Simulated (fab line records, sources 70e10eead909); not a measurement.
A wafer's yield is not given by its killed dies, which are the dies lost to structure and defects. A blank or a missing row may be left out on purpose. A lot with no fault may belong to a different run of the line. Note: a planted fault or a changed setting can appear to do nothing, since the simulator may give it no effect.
Chamber matching :: flow nand_harc :: NHARC_P_ZERO_WELL_DESCUM_13 on rie_diel-04 has 4 sister chambers
The step chemistry O2, time 3 s. 4 wafers are shown with their chamber, then 7 later ones without.

WAFERS, EACH WITH ITS CHAMBER
wafer: L082.1
chamber: 2
drypump_motor_current_A (A): 6.4

wafer: L082.6
chamber: 1
drypump_motor_current_A (A): 5.3

wafer: L083.4
chamber: 3
drypump_motor_current_A (A): 6.5

wafer: L083.5
chamber: 0
drypump_motor_current_A (A): 5.7

WAFERS WITHOUT THEIR CHAMBER
wafer: L083.6
drypump_motor_current_A (A): 5.3

wafer: L085.2
drypump_motor_current_A (A): 6.4

wafer: L085.4
drypump_motor_current_A (A): 6.5

wafer: L085.6
drypump_motor_current_A (A): 6.4

wafer: L095.1
drypump_motor_current_A (A): 5.3

wafer: L095.5
drypump_motor_current_A (A): 5.3

wafer: L095.6
drypump_motor_current_A (A): 5.8

CHAMBER TAKEN BY EACH
wafer: L083.6
from the rows above: 1
in truth: 1

wafer: L085.2
from the rows above: 2
in truth: 2

wafer: L085.4
from the rows above: 3
in truth: 3

wafer: L085.6
from the rows above: 2
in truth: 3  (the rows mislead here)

wafer: L095.1
from the rows above: 1
in truth: 1

wafer: L095.5
from the rows above: 1
in truth: 1

wafer: L095.6
from the rows above: 0
in truth: 0
Correctly placed: 6 of 7. Number that these rows cannot place: 0. Placed wrongly: 1.
How it was worked out, from the rows above alone: a wafer's distance from a chamber is the root of the sum, over the readings, of the square of ((its reading less the chamber's mean) divided by the reading's scatter). If the next closest chamber is less than 2 further off than the closest, the wafer can't be placed; otherwise it belongs to the closest. A chamber's mean is the mean of its shown wafers. The scatter (one wafer shown for each chamber): square how far every hidden wafer sits from the nearest shown wafer, average those squares and take the square root.
